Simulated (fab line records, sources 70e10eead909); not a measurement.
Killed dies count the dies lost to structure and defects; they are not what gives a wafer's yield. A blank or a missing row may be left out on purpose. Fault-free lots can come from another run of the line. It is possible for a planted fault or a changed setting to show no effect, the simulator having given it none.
The tool behind it: which one? / flow nand_harc / 12 lots, 36 wafers sampled, at 1 step of a route of 1302

== WHAT THE GAUGES SHOWED, per wafer ==
NHARC_A_WL_FILL_INSPECT_15.
lot=L075; measured=day 21 21:55; on=defect_inspect-01; raw_defect_count=405 396 299
lot=L078; measured=day 22 09:55; on=defect_inspect-02; raw_defect_count=571 513 465
lot=L079; measured=day 23 21:42; on=defect_inspect-01; raw_defect_count=553 493 746
lot=L082; measured=day 24 03:02; on=defect_inspect-01; raw_defect_count=590 572 465
lot=L085; measured=day 25 15:56; on=defect_inspect-02; raw_defect_count=420 411 443
lot=L084; measured=day 26 00:59; on=defect_inspect-01; raw_defect_count=449 392 528
lot=L087; measured=day 26 18:50; on=defect_inspect-02; raw_defect_count=588 751 816
lot=L088; measured=day 27 07:08; on=defect_inspect-01; raw_defect_count=479 379 601
lot=L089; measured=day 27 20:58; on=defect_inspect-02; raw_defect_count=748 643 500
lot=L093; measured=day 29 09:45; on=defect_inspect-02; raw_defect_count=326 419 383
lot=L094; measured=day 29 21:54; on=defect_inspect-01; raw_defect_count=328 438 389
lot=L097; measured=day 30 07:57; on=defect_inspect-01; raw_defect_count=463 442 490

== EACH LOT AND THE TOOL THAT RAN IT (in order: tool; ch and the chambers of the sampled wafers; start) ==
Record: no process step prior to these readings.

== THE ANSWER, worked out from the rows above alone ==
Rule: the lots themselves supply what counts as usual. Put in order of their means at a reading, lots are off if they are a third of the lots or fewer, leave a main group of 4 or more, and stand apart from it by a gap of 3 or more times the standard deviation of the main group's means; of several such gaps the widest counts. A main group whose means are all the same, to the digits that the tables above print for the reading, isn't used. A lot without any number at a reading at which 4 lots or more have one is off too. Any other lot the step has rows for is counted as sound.
Nothing can be told from this: no lot is off at any reading shown.

== WHAT THE SIMULATOR HAD PUT IN ==
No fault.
